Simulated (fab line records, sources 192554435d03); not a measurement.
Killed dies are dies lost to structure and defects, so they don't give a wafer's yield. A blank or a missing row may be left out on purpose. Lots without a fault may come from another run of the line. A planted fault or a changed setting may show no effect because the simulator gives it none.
Split-lot experiment | flow n5_finfet | 7 lots, 39 wafers read, on a route of 1938 steps

THE SPLIT
At N5_SD_EPI_N_ETCH_45 (etches SiOCN in CH3F/O2, target depth 6 nm), the setting target_depth_a was moved away from the recipe's 60 angstrom on 18 of the 39 wafers read, by -11.2% to +11.6%. The other wafers ran this setting at the recipe's value.

The reading is taken at the split's own step.

THE READING
etch.depth_nm (the simulator's own value, which no gauge read), in nm, at N5_SD_EPI_N_ETCH_45 (etches SiOCN in CH3F/O2, target depth 6 nm). The file gives no usual value for it. The 21 wafers here that ran the recipe average 5.934 nm, standard deviation 0.11 nm.

wafer  | tool, chamber at the split | target_depth_a as run, angstrom | against the recipe | etch.depth_nm, nm | against lot-mates on the recipe
L080.1 | rie_diel-03, 0             | 53.56                           | -10.7%             | 5.201             | -0.823
L080.2 | rie_diel-03, 1             | 60                              | recipe             | 6.098             | -
L080.3 | rie_diel-03, 2             | 60                              | recipe             | 5.871             | -
L080.4 | rie_diel-03, 3             | 53.56                           | -10.7%             | 5.406             | -0.618
L080.5 | rie_diel-03, 0             | 53.56                           | -10.7%             | 5.182             | -0.842
L080.6 | rie_diel-03, 1             | 60                              | recipe             | 6.102             | -
L081.1 | rie_diel-03, 2             | 60                              | recipe             | 5.818             | -
L081.2 | rie_diel-03, 1             | 60                              | recipe             | 6.061             | -
L081.3 | rie_diel-03, 3             | 53.28                           | -11.2%             | 5.317             | -0.580
L081.4 | rie_diel-03, 0             | 60                              | recipe             | 5.813             | -
L081.5 | rie_diel-03, 1             | 53.28                           | -11.2%             | 5.369             | -0.528
L081.6 | rie_diel-03, 0             | 53.28                           | -11.2%             | 5.153             | -0.744
L083.1 | rie_diel-01, 2             | 66.63                           | +11.0%             | 6.689             | +0.749
L083.2 | rie_diel-01, 3             | 60                              | recipe             | 5.965             | -
L083.3 | rie_diel-01, 1             | 60                              | recipe             | 6.006             | -
L083.4 | rie_diel-01, 0             | 66.63                           | +11.0%             | 6.516             | +0.576
L083.5 | rie_diel-01, 1             | 66.63                           | +11.0%             | 6.672             | +0.732
L083.6 | rie_diel-01, 0             | 60                              | recipe             | 5.849             | -
L085.1 | rie_diel-03, 0             | 60                              | recipe             | 5.73              | -
L085.2 | rie_diel-03, 2             | 60                              | recipe             | 5.795             | -
L085.3 | rie_diel-03, 3             | 62.51                           | +4.2%              | 6.327             | +0.474
L085.4 | rie_diel-03, 1             | 60                              | recipe             | 6.034             | -
L085.5 | rie_diel-03, 1             | 62.51                           | +4.2%              | 6.299             | +0.446
L085.6 | rie_diel-03, 2             | 62.51                           | +4.2%              | 6.058             | +0.205
L088.1 | rie_diel-05, 1             | 60                              | recipe             | 5.821             | -
L088.4 | rie_diel-05, 2             | 60                              | recipe             | 5.816             | -
L088.5 | rie_diel-05, 3             | 60                              | recipe             | 5.901             | -
L089.1 | rie_diel-05, 2             | 60                              | recipe             | 5.917             | -
L089.2 | rie_diel-05, 1             | 60                              | recipe             | 5.9               | -
L089.3 | rie_diel-05, 0             | 66.06                           | +10.1%             | 6.748             | +0.809
L089.4 | rie_diel-05, 3             | 60                              | recipe             | 6.001             | -
L089.5 | rie_diel-05, 1             | 66.06                           | +10.1%             | 6.462             | +0.523
L089.6 | rie_diel-05, 2             | 66.06                           | +10.1%             | 6.453             | +0.514
L095.1 | rie_diel-03, 0             | 66.93                           | +11.6%             | 6.508             | +0.469
L095.2 | rie_diel-03, 3             | 60                              | recipe             | 6.115             | -
L095.3 | rie_diel-03, 1             | 66.93                           | +11.6%             | 6.807             | +0.768
L095.4 | rie_diel-03, 2             | 60                              | recipe             | 5.94              | -
L095.5 | rie_diel-03, 1             | 60                              | recipe             | 6.062             | -
L095.6 | rie_diel-03, 2             | 66.93                           | +11.6%             | 6.597             | +0.558

THE FIT
A straight line over all 39 wafers: etch.depth_nm changes by +0.0613 nm for each +1% of target_depth_a; r = +0.96; the points scatter about the line by 0.12 nm.
The same after taking each lot's own level away (the mean of its wafers on the recipe; 39 wafers): +0.0607 nm for each +1%; r = +0.96; scatter 0.12 nm.
On that fit, the largest move of target_depth_a shifts the reading by 0.7 nm.
The lots' own levels span 5.8460 to 6.0390 nm, that is 1.7 times the standard deviation above.
So the lot-to-lot level changes the slope little: the two slopes agree.
Check: with one of the wafers moved furthest among these (+11.6%) left out of the fit, the line predicts +0.722 nm for it against its lot-mates. It came out at +0.469 nm against them.

OTHER SPLITS ON THESE WAFERS
These wafers also went through other splits before the reading. Each is held against what the fit with the lots' levels taken away leaves over:
other split on the same wafers | wafers away from the commonest value | r with etch.depth_nm (lot level and that fit taken away)
N5_FIN_SAQP_ETCH_65 time_s     | 15                                   | -0.22
N5_FIN_CUT_EXPOSE_05 dose_mj   | 9                                    | -0.09
N5_DUMMY_GATE_HM_DEP_06 time_s | 33                                   | +0.02

THE FILE'S OWN FIT
etch.depth_nm changes by +0.0607 nm for each +1% of target_depth_a, r = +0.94.
